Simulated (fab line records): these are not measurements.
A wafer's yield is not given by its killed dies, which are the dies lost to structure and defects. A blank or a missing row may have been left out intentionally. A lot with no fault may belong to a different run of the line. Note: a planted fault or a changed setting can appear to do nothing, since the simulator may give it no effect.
Comparing a struck lot with a sound one -- flow nand_harc -- 43 steps out of a route of 1302
Sound: wafers L776.1, L776.2, L776.4. Wafers L788.1, L788.5, L788.6 were the ones struck. The cause is named last.
Order at every step that has rows: each side's tool, ch and its chambers, its first start. Under that, the readings that differ: sound wafers -- struck wafers -- difference of the means -- sigmas: that difference in standard deviations of wafers without a fault.
alike: a reading whose means differ by less than 2 such deviations, as well as words and numbers matching on both sides. not compared: withheld readings; readings where some wafer has no value; bounds like >300 that might hide an equal value; numbers whose values overlap and for which the record gives no deviation.
The two part at a step that has a row with sigmas, a row that says differs or no value, or rows on one side only. Numbers that have no deviation but don't overlap get no sigmas and don't part them. Lack of a reading on every wafer of one side parts them only where that side has two or more wafers.

NHARC_THIN_TSV_GRIND_00:
  sound on grinder-01 ch 0, day 24 07:32; struck on grinder-01 ch 0, day 29 11:53
  alike: motor_current_A
then, 1 step without rows for these wafers: NHARC_THIN_TSV_CMP_01 (polishes).
NHARC_THIN_TSV_THK_MEAS_02: measures by ir.
  sound on film_metro-01 at day 24 09:02; struck on film_metro-02 at day 29 13:24
reading,sound,struck,difference,sigmas
thk_nm (nm),3255 2938 2930,2763 2508 2520,-444,-2
then, 3 steps without rows for these wafers: NHARC_THIN_TSV_SRD_03; NHARC_THIN_TSV_PRECLEAN_41 (cleans in SC1); NHARC_THIN_TSV_SRD_42.
NHARC_THIN_TSV_DEP_43: deposits SiO2, target thk 1328.5 nm.
  sound on pecvd-03 ch 0,2, day 24 09:15; struck on pecvd-03 ch 0,1,2, day 29 13:37
  alike: throttle_valve_pct
then, 5 steps without rows for these wafers: NHARC_THIN_TSV_DEHYDRATE_04 (time 120 s); NHARC_THIN_TSV_HMDS_05 (time 30 s); NHARC_THIN_TSV_COAT_06; NHARC_THIN_TSV_SOFTBAKE_07 (time 95 s); NHARC_THIN_TSV_EBR_08.
NHARC_THIN_TSV_EXPOSE_09: exposes mask TSV.
  sound on krf_scanner-03 ch 0, day 24 09:56; struck on krf_scanner-03 ch 0, day 29 14:18
reading,sound,struck,difference,sigmas
exposure_dose_mJ_cm2,30.71 30.73 30.70,47.62 47.63 47.63,+16.91,+99 or more
  alike: mask
then, 2 steps without rows for these wafers: NHARC_THIN_TSV_PEB_10 (peb time 85 s); NHARC_THIN_TSV_DEVELOP_11 (time 70 s).
NHARC_THIN_TSV_CD_MEAS_12: the cd target is 1000 nm.
  sound on cd_sem-01 ch 0, day 24 10:05; struck on cd_sem-01 ch 0, day 29 14:27
reading,sound,struck,difference,sigmas
cd_nm (nm),1001.6 998.9 999.9,1013.1 1013.6 1014.2,+13.5,+8
then, 2 steps without rows for these wafers: NHARC_THIN_TSV_HARDBAKE_13 (time 80 s); NHARC_THIN_TSV_DESCUM_14 (chemistry O2, time 3 s).
NHARC_THIN_TSV_ETCH_44: etches the open film in CF4/O2, target depth 1594.2 nm, time 797.1 s.
  sound on rie_diel-08 ch 0,2,3, day 24 10:21; struck on rie_diel-01 ch 0,2,3, day 29 14:47
  alike: cf4_flow_sccm, drypump_motor_current_A, mfc_ar_sccm, oes_product_au, rf_vpp_V, showerhead_plenum_p_Torr, throttle_valve_pct
  not compared: rf_hours_counter_h
then, 1 step without rows for these wafers: NHARC_THIN_TSV_ETCH_15 (target depth 3000 nm, bosch target overetch cycles 2, bosch etch step 2.8 s).
NHARC_THIN_TSV_CD_MEAS_16:
  sound on cd_sem-01 at day 24 11:12; struck on cd_sem-03 at day 29 15:32
reading,sound,struck,difference,sigmas
cd_nm (nm),1001.2 998.2 999.1,1012.9 1013.3 1013.6,+13.8,+8
NHARC_THIN_TSV_STRIP_45: strips in O2.
  sound on plasma_asher-01 ch 0,1, day 24 11:16; struck on plasma_asher-01 ch 0,1, day 29 15:40
reading,sound,struck,difference,sigmas
rf_refl_power_W (W),10 12 10,- - -,no value on the struck wafers,
  alike: drypump_motor_current_A, heater_power_w
  not compared: rf_hours_counter_h
then, 7 steps without rows for these wafers: NHARC_THIN_TSV_STRIP_46 (strips in post etch residue remover, time 1200 s); NHARC_THIN_TSV_DEP_47 (deposits SiO2, target thk 200 nm); NHARC_THIN_TSV_ETCHBACK_48 (etches the open film in C4F8/Ar, target depth 1028.5 nm, time 405.17 s); NHARC_THIN_TSV_STRIP_62 (strips in N2/H2, time 20 s); NHARC_THIN_TSV_DEGAS_49 (time 120 s); NHARC_THIN_TSV_PRE_CLEAN_50 (time 30 s); NHARC_THIN_TSV_PVD_19 (deposits TaN, target thk 20 nm).
NHARC_THIN_TSV_PVD_51: deposits Cu, target thk 100 nm.
  sound on pvd_sputter-02; struck on pvd_sputter-02
  alike: throttle_valve_pct
then, 11 steps without rows for these wafers: NHARC_THIN_TSV_ECD_20 (material Cu, target thk 2000 nm); NHARC_THIN_TSV_ANNEAL_52 (time 90 s); NHARC_THIN_TSV_CMP_21 (polishes, t overpolish 30 s, target thk 2000 nm); NHARC_THIN_TSV_SRD_23; NHARC_THIN_TSV_DEGAS_53 (time 60 s); NHARC_THIN_TSV_PRE_CLEAN_54 (time 30 s); NHARC_THIN_TSV_PVD_55 (deposits TiN, target thk 50 nm); NHARC_THIN_TSV_PVD_24 (deposits Al, target thk 800 nm); NHARC_THIN_TSV_DEHYDRATE_25 (time 120 s); NHARC_THIN_TSV_HMDS_26 (time 30 s); NHARC_THIN_TSV_COAT_27.
NHARC_THIN_TSV_CD_MEAS_37:
  sound on cd_sem-01 at day 24 17:38; struck on cd_sem-03 at day 29 21:59
reading,sound,struck,difference,sigmas
cd_nm (nm),5001.0 4999.6 4996.9,5011.2 5010.9 5014.0,+12.9,+6
NHARC_END_SORT_01:
  only the struck wafers appear in the record here, on prober-01 ch 0 at day 30 05:42; the sound ones have no rows

== WHERE THEY PART ==
At NHARC_THIN_TSV_THK_MEAS_02 first; at NHARC_END_SORT_01 last (within this record only).

WHY: what the simulator had put in
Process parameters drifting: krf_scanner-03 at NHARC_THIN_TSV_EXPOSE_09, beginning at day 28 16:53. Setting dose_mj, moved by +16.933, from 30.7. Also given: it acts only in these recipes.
